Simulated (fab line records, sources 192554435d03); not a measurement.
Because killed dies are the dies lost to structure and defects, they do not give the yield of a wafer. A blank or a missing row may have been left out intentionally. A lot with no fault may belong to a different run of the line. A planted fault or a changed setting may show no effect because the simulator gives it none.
Matching of chambers	flow n5_finfet	4 sister chambers for N5_SDB_ETCH_18 on rie_diel-01
The step etches SOC in N2/H2, target depth 100 nm, overetch 20 nm, time 150 s. 14 wafers are shown with their chamber, then 7 later ones without.

## WAFERS PAIRED WITH THEIR CHAMBERS
wafer	chamber	drypump_motor_current_A (A)	showerhead_plenum_p_Torr (Torr)	throttle_valve_pct (%)
L075.1	3	5.8	2.62	18.07
L075.2	2	5.5	2.55	17.65
L075.4	1	4.9	2.50	17.92
L076.1	1	4.9	2.50	17.90
L076.2	0	5.4	2.63	18.39
L076.4	0	5.4	2.63	18.37
L080.2	3	5.8	2.61	17.63
L080.5	1	4.8	2.50	17.91
L080.6	0	5.4	2.62	18.38
L081.1	2	5.5	2.54	17.68
L081.2	0	5.4	2.62	18.39
L081.6	2	5.5	2.54	17.68
L087.3	3	5.8	2.61	17.67
L087.5	2	5.5	2.54	17.71

SIGNATURES (averages over the wafers above)
reading	chamber 0	chamber 1	chamber 2	chamber 3	scatter within a chamber
drypump_motor_current_A	5.400	4.867	5.500	5.800	0.0258
showerhead_plenum_p_Torr	2.6250	2.5000	2.5425	2.6133	0.00492
throttle_valve_pct	18.3825	17.9100	17.6800	17.7900	0.11
Rule: distance of a wafer from a chamber = root of the sum over the readings of ((wafer's reading minus chamber's mean) / reading's scatter) squared. The wafer belongs to the nearest chamber; if the next one is less than 2 further off, it can't be placed. The scatter: the root of (the sum of the squares of (reading less its chamber's mean) over the shown wafers, divided by (wafers less chambers)).

## WAFERS WITH NO CHAMBER GIVEN
wafer	drypump_motor_current_A (A)	showerhead_plenum_p_Torr (Torr)	throttle_valve_pct (%)
L087.6	4.9	2.50	17.51
L088.1	4.9	2.49	17.51
L088.3	5.4	2.62	17.99
L088.4	5.8	2.60	17.68
L096.2	5.4	2.61	18.02
L096.4	5.5	2.53	17.75
L096.6	4.9	2.49	17.51

## CHAMBER TAKEN BY EACH
wafer	from the rows above	in truth
L087.6	1	1
L088.1	1	1
L088.3	0	0
L088.4	3	3
L096.2	0	0
L096.4	2	2
L096.6	1	1
7 of 7 placed correctly. Not placeable from these rows: 0. Placed wrongly: 0.
